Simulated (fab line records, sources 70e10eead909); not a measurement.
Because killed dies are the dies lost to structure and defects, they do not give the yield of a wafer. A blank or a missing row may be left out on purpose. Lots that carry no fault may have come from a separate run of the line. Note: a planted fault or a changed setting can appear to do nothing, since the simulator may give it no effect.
Matching of chambers ; flow nand-harc ; 4 sister chambers for NHARC_A_STAIRCASE_CMP_450 on cmp-03
The step polishes SiO2, target thk 200 nm. 16 wafers are shown with their chamber, then 8 later ones without.

## WAFERS WITH THEIR CHAMBER
wafer;chamber;motor-current-A (A)
L076.2;3;12.2
L076.4;1;10.8
L076.5;0;11.2
L079.1;0;11.5
L079.2;3;13.0
L079.4;1;10.5
L080.1;1;11.4
L080.3;2;15.7
L080.5;1;11.3
L081.1;1;10.9
L081.3;3;12.4
L081.4;2;13.7
L083.1;3;12.4
L083.4;1;10.9
L083.6;0;12.1
L084.2;0;11.5

SIGNATURES (averages over the wafers above)
reading;chamber 0;chamber 1;chamber 2;chamber 3;scatter within a chamber
motor-current-A;11.575;10.967;14.700;12.500;0.528
Rule: for a wafer and a chamber, the distance is found by dividing, reading by reading, the gap between the wafer's reading and the chamber's mean by the reading's scatter, squaring, summing and taking the root. The wafer belongs to the nearest chamber; if the next one is less than 2 further off, it can't be placed. The scatter is the square root of a quotient: the sum, over the shown wafers, of each reading's squared deviation from its chamber's mean, divided by wafers minus chambers.

## WAFERS WITH NO CHAMBER GIVEN
wafer;motor-current-A (A)
L084.5;14.8
L084.6;13.2
L092.2;11.9
L092.4;11.1
L092.6;13.7
L096.1;14.4
L096.2;12.0
L096.3;11.5

## WHICH CHAMBER EACH ONE RAN IN
wafer;from the rows above;in truth
L084.5;2;2
L084.6;can't be placed: 3 or 2 or 0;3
L092.2;can't be placed: 0 or 3 or 1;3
L092.4;can't be placed: 1 or 0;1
L092.6;can't be placed: 2 or 3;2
L096.1;2;2
L096.2;can't be placed: 0 or 3 or 1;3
L096.3;can't be placed: 0 or 1 or 3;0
Placed correctly: 2 of 8. Cannot be placed on the basis of these rows: 6; the candidates contain the true chamber in 6. 0 placed wrongly.
